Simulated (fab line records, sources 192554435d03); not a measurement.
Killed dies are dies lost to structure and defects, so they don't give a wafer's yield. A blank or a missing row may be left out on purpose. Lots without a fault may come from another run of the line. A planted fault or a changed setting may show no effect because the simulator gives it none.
A struck lot beside a sound one | flow n5_finfet | 34 steps out of a route of 1938
Sound: wafers L650.1, L650.2, L650.4. Struck: wafers L637.3, L637.4, L637.5. The cause comes at the end.
At each step with rows: each side's tool, then ch and its chambers, then its first start. Under that, the readings that differ: sound wafers | struck wafers | difference of the means | sigmas: that difference in standard deviations of wafers without a fault.
alike: readings whose means differ by less than 2 such deviations, and words and numbers that are the same on both sides. not compared: withheld readings, readings that some wafer has no value for, bounds like >300 that may hide the same value, and numbers for which the record gives no deviation and whose values overlap.
The two part at a step that has a row with sigmas, a row that says differs or no value, or rows on one side only. Numbers that don't overlap but have no deviation are shown without sigmas and don't part them. A reading that every wafer of one side lacks parts them only if that side has two wafers or more.

first, 1 step without rows for these wafers: N5_BEOL_M4_DEVELOP_10 (develop time 30 s).
N5_BEOL_M4_CD_MEAS_11: target cd 16.79 nm.
  sound on cd_sem-03 ch 0, day 11 22:56; struck on cd_sem-02 ch 0, day 8 17:06
  alike: cd_nm
N5_BEOL_M4_OVL_MEAS_12:
  sound on overlay-02 ch 0, day 11 22:58; struck on overlay-02 ch 0, day 8 17:08
  alike: M4_OVL
N5_BEOL_M4_INSPECT_13: inspects for defects (brightfield).
  sound on defect_inspect-01, day 11 23:02; struck on defect_inspect-01, day 8 17:11
  alike: raw_defect_count
N5_BEOL_M4_DESCUM_16: chemistry O2, time 7 s.
  sound on rie_diel-01 ch 0,2,3, day 11 23:04; struck on rie_diel-04 ch 0,3, day 8 17:18
  alike: drypump_motor_current_A, o2_flow_sccm, oes_product_au, rf_vpp_V, showerhead_plenum_p_Torr, throttle_valve_pct
  not compared: rf_hours_counter_h
N5_BEOL_M4_ETCH_74: etches underlayer in N2/H2, target depth 6.5 nm, time 5.2 s.
  sound on rie_diel-01 ch 0,2,3, day 11 23:06; struck on rie_diel-04 ch 0,3, day 8 17:20
  alike: drypump_motor_current_A, etch_rf_on_time_s, oes_product_au, rf_vpp_V, showerhead_plenum_p_Torr, throttle_valve_pct
  not compared: rf_hours_counter_h
N5_BEOL_M4_ETCH_63: etches SiARC in CF4, target depth 15.6 nm, time 26 s.
  sound on rie_diel-01 ch 0,2,3, day 11 23:07; struck on rie_diel-04 ch 0,3, day 8 17:21
  alike: drypump_motor_current_A, etch_rf_on_time_s, oes_product_au, rf_vpp_V, showerhead_plenum_p_Torr, throttle_valve_pct
  not compared: rf_hours_counter_h
N5_BEOL_M4_ETCH_64: etches SOC in N2/H2, target depth 75 nm, overetch 22.5 nm, time 121.9 s.
  sound on rie_diel-01 ch 0,2,3, day 11 23:08; struck on rie_diel-04 ch 0,3, day 8 17:23
  alike: drypump_motor_current_A, oes_product_au, rf_vpp_V, showerhead_plenum_p_Torr, throttle_valve_pct
  not compared: rf_hours_counter_h
then, 4 steps without rows for these wafers: N5_BEOL_M4_STRIP_65 (strips in N2/H2); N5_BEOL_M4_STRIP_75 (strips in N2/H2); N5_BEOL_M4_STRIP_66 (strips in CF4); N5_BEOL_M4_HM_OPEN_17 (chemistry Cl2/BCl3, target TiN, target depth 20 nm, overetch 6 nm).
N5_BEOL_M4_STRIP_19: strips in O2.
  sound on rie_diel-01 ch 1,2,3, day 11 23:26; struck on rie_diel-05 ch 2,3, day 8 17:40
  no value came back on the struck wafers for any of 9 readings (bias_power_w (W), chamber_pressure_mTorr (mTorr) and others); on the sound wafers bias_power_w (W) reads 0 0 0
  reading                                  | sound | struck       | difference | sigmas
  model.SOC_of_BEOL_M4_COAT_61.thk_nm (nm) | 0 0 0 | 52.2 52 52.2 | +52.1      |
N5_BEOL_M4_CD_MEAS_18: pitch 36 nm, target cd 18 nm.
  sound on cd_sem-01, day 11 23:30; struck on cd_sem-01, day 8 17:44
  alike: cd_nm
then, 9 steps without rows for these wafers: N5_BEOL_M4_COAT_67 (time 60 s, resist thk 60 nm); N5_BEOL_M4_COAT_68 (time 60 s, resist thk 12 nm); N5_BEOL_M4_COAT_76 (time 60 s, resist thk 5 nm); N5_BEOL_M4_COAT_22 (resist thk 30 nm); N5_BEOL_M4_EBR_24; N5_BEOL_M4_SOFTBAKE_23 (time 60 s); N5_BEOL_M4_EXPOSE_25 (exposes mask V3, defocus 5 nm); N5_BEOL_M4_PEB_26 (peb time 60 s); N5_BEOL_M4_DEVELOP_27 (develop time 30 s).
N5_BEOL_M4_CD_MEAS_28: target cd 26.2 nm, target cd y 24.1 nm.
  sound on cd_sem-03 ch 0, day 11 23:49; struck on cd_sem-01 ch 0, day 8 18:11
  alike: cd_nm
N5_BEOL_M4_OVL_MEAS_29:
  sound on overlay-02 ch 0, day 11 23:50; struck on overlay-01 ch 0, day 8 18:13
  alike: V3_OVL
N5_BEOL_M4_INSPECT_30: inspects for defects (brightfield).
  sound on defect_inspect-01, day 11 23:54; struck on defect_inspect-01, day 8 18:16
  alike: raw_defect_count
then, 4 steps without rows for these wafers: N5_BEOL_M4_DESCUM_33 (chemistry O2, time 7 s); N5_BEOL_M4_ETCH_77 (etches underlayer in N2/H2, target depth 6.5 nm, time 5.2 s); N5_BEOL_M4_ETCH_69 (etches SiARC in CF4, target depth 15.6 nm, time 26 s); N5_BEOL_M4_ALD_98 (deposits SiO2, target thk 2.5 nm, pulse time 1 s, co reactant pulse time 1 s).
N5_BEOL_M4_ETCHBACK_99: etches SiO2 in CHF3, target depth 5 nm, time 10.4 s.
  sound on rie_diel-05 ch 0,2,3, day 12 03:42; struck on rie_diel-05 ch 0,2, day 8 22:19
  alike: drypump_motor_current_A, oes_ar_750_au, oes_product_au, rf_vpp_V, showerhead_plenum_p_Torr, throttle_valve_pct
  not compared: rf_hours_counter_h
N5_BEOL_M4_ETCH_70: etches SOC in N2/H2, target depth 80 nm, overetch 24 nm, time 130 s.
  sound on rie_diel-05 ch 0,2,3, day 12 03:44; struck on rie_diel-05 ch 0,2, day 8 22:22
  reading                  | sound          | struck            | difference | sigmas
  oes_product_au (a.u.)    | 0.59 0.55 0.55 | 0.82 0.77 0.81    | +0.24      | +4
  model.etch.depth_nm (nm) | 59.88 60 59.86 | 102.1 103.3 101.4 | +42.4      |
  alike: drypump_motor_current_A, rf_vpp_V, showerhead_plenum_p_Torr, throttle_valve_pct
  not compared: rf_hours_counter_h
then, 1 step without rows for these wafers: N5_BEOL_M4_STRIP_71 (strips in N2/H2).
N5_BEOL_M4_RC_MEAS_101:
  the record has rows for the sound wafers here (prober-02 ch 0, day 12 10:41) and none for the struck ones

WHERE THEY PART
First at N5_BEOL_M4_STRIP_19; last, within this record, at N5_BEOL_M4_RC_MEAS_101.

WHY: what the simulator had put in
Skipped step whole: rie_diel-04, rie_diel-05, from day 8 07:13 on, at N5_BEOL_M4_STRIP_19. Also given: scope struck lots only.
